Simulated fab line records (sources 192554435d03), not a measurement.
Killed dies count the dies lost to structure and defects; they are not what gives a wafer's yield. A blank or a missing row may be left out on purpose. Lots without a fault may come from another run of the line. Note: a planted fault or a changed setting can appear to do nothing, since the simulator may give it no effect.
Matching of chambers / flow n5_finfet / rie_diel-04 running N5_BEOL_M0_ETCH_138: 4 sister chambers
The step etches SiCN in CH3F/O2, target depth 12 nm, time 31.6 s. 16 wafers are shown with their chamber, then 8 later ones without.

== EACH WAFER AND ITS CHAMBER ==
wafer=L076.1; chamber=1; showerhead_plenum_p_Torr (Torr)=1.95; throttle_valve_pct (%)=16.30; oes_product_au (a.u.)=0.77
wafer=L076.2; chamber=3; showerhead_plenum_p_Torr (Torr)=1.96; throttle_valve_pct (%)=16.48; oes_product_au (a.u.)=0.57
wafer=L076.6; chamber=3; showerhead_plenum_p_Torr (Torr)=1.96; throttle_valve_pct (%)=16.47; oes_product_au (a.u.)=0.56
wafer=L077.1; chamber=1; showerhead_plenum_p_Torr (Torr)=1.95; throttle_valve_pct (%)=16.32; oes_product_au (a.u.)=0.75
wafer=L077.4; chamber=1; showerhead_plenum_p_Torr (Torr)=1.95; throttle_valve_pct (%)=16.30; oes_product_au (a.u.)=0.75
wafer=L077.6; chamber=2; showerhead_plenum_p_Torr (Torr)=2.01; throttle_valve_pct (%)=16.58; oes_product_au (a.u.)=0.62
wafer=L079.3; chamber=2; showerhead_plenum_p_Torr (Torr)=2.01; throttle_valve_pct (%)=16.58; oes_product_au (a.u.)=0.62
wafer=L079.5; chamber=0; showerhead_plenum_p_Torr (Torr)=1.95; throttle_valve_pct (%)=15.97; oes_product_au (a.u.)=0.81
wafer=L079.6; chamber=1; showerhead_plenum_p_Torr (Torr)=1.95; throttle_valve_pct (%)=16.30; oes_product_au (a.u.)=0.75
wafer=L086.1; chamber=1; showerhead_plenum_p_Torr (Torr)=1.94; throttle_valve_pct (%)=16.34; oes_product_au (a.u.)=0.73
wafer=L086.2; chamber=3; showerhead_plenum_p_Torr (Torr)=1.95; throttle_valve_pct (%)=16.04; oes_product_au (a.u.)=0.80
wafer=L086.3; chamber=2; showerhead_plenum_p_Torr (Torr)=2.00; throttle_valve_pct (%)=16.61; oes_product_au (a.u.)=0.61
wafer=L088.2; chamber=0; showerhead_plenum_p_Torr (Torr)=1.95; throttle_valve_pct (%)=15.97; oes_product_au (a.u.)=0.78
wafer=L088.3; chamber=2; showerhead_plenum_p_Torr (Torr)=2.00; throttle_valve_pct (%)=16.62; oes_product_au (a.u.)=0.60
wafer=L088.6; chamber=2; showerhead_plenum_p_Torr (Torr)=2.00; throttle_valve_pct (%)=16.63; oes_product_au (a.u.)=0.61
wafer=L094.2; chamber=2; showerhead_plenum_p_Torr (Torr)=2.00; throttle_valve_pct (%)=16.62; oes_product_au (a.u.)=0.61

SIGNATURES (averages over the wafers above)
reading=showerhead_plenum_p_Torr; chamber 0=1.9500; chamber 1=1.9480; chamber 2=2.0033; chamber 3=1.9567; scatter within a chamber=0.00483
reading=throttle_valve_pct; chamber 0=15.9700; chamber 1=16.3120; chamber 2=16.6067; chamber 3=16.3300; scatter within a chamber=0.104
reading=oes_product_au; chamber 0=0.7950; chamber 1=0.7500; chamber 2=0.6117; chamber 3=0.6433; scatter within a chamber=0.0566
Rule: a wafer lies at a distance from a chamber equal to the root of the sum of squares, over the readings, of (its reading less the chamber's mean, divided by the reading's scatter). If the next closest chamber is less than 2 further off than the closest, the wafer can't be placed; otherwise it belongs to the closest. The scatter: the root of (the sum of the squares of (reading less its chamber's mean) over the shown wafers, divided by (wafers less chambers)).

== WAFERS WITHOUT THEIR CHAMBER ==
wafer=L094.4; showerhead_plenum_p_Torr (Torr)=1.95; throttle_valve_pct (%)=16.07; oes_product_au (a.u.)=0.76
wafer=L094.6; showerhead_plenum_p_Torr (Torr)=1.93; throttle_valve_pct (%)=16.36; oes_product_au (a.u.)=0.71
wafer=L097.1; showerhead_plenum_p_Torr (Torr)=1.94; throttle_valve_pct (%)=16.01; oes_product_au (a.u.)=0.74
wafer=L097.2; showerhead_plenum_p_Torr (Torr)=2.00; throttle_valve_pct (%)=16.63; oes_product_au (a.u.)=0.60
wafer=L097.3; showerhead_plenum_p_Torr (Torr)=1.93; throttle_valve_pct (%)=16.40; oes_product_au (a.u.)=0.71
wafer=L097.4; showerhead_plenum_p_Torr (Torr)=1.95; throttle_valve_pct (%)=16.10; oes_product_au (a.u.)=0.75
wafer=L097.5; showerhead_plenum_p_Torr (Torr)=1.95; throttle_valve_pct (%)=16.09; oes_product_au (a.u.)=0.76
wafer=L097.6; showerhead_plenum_p_Torr (Torr)=1.94; throttle_valve_pct (%)=16.01; oes_product_au (a.u.)=0.75

== WHICH CHAMBER EACH ONE RAN IN ==
wafer=L094.4; from the rows above=can't be placed: 0 or 1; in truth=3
wafer=L094.6; from the rows above=can't be placed: 1 or 3 or 0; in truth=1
wafer=L097.1; from the rows above=can't be placed: 0 or 1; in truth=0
wafer=L097.2; from the rows above=2; in truth=2
wafer=L097.3; from the rows above=can't be placed: 1 or 3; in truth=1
wafer=L097.4; from the rows above=can't be placed: 0 or 1 or 3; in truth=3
wafer=L097.5; from the rows above=can't be placed: 0 or 1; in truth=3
wafer=L097.6; from the rows above=can't be placed: 0 or 1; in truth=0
Correctly placed: 1 of 8. From these rows, 7 cannot be placed; in 5 the true chamber is one of the candidates. Number placed wrongly: 0.
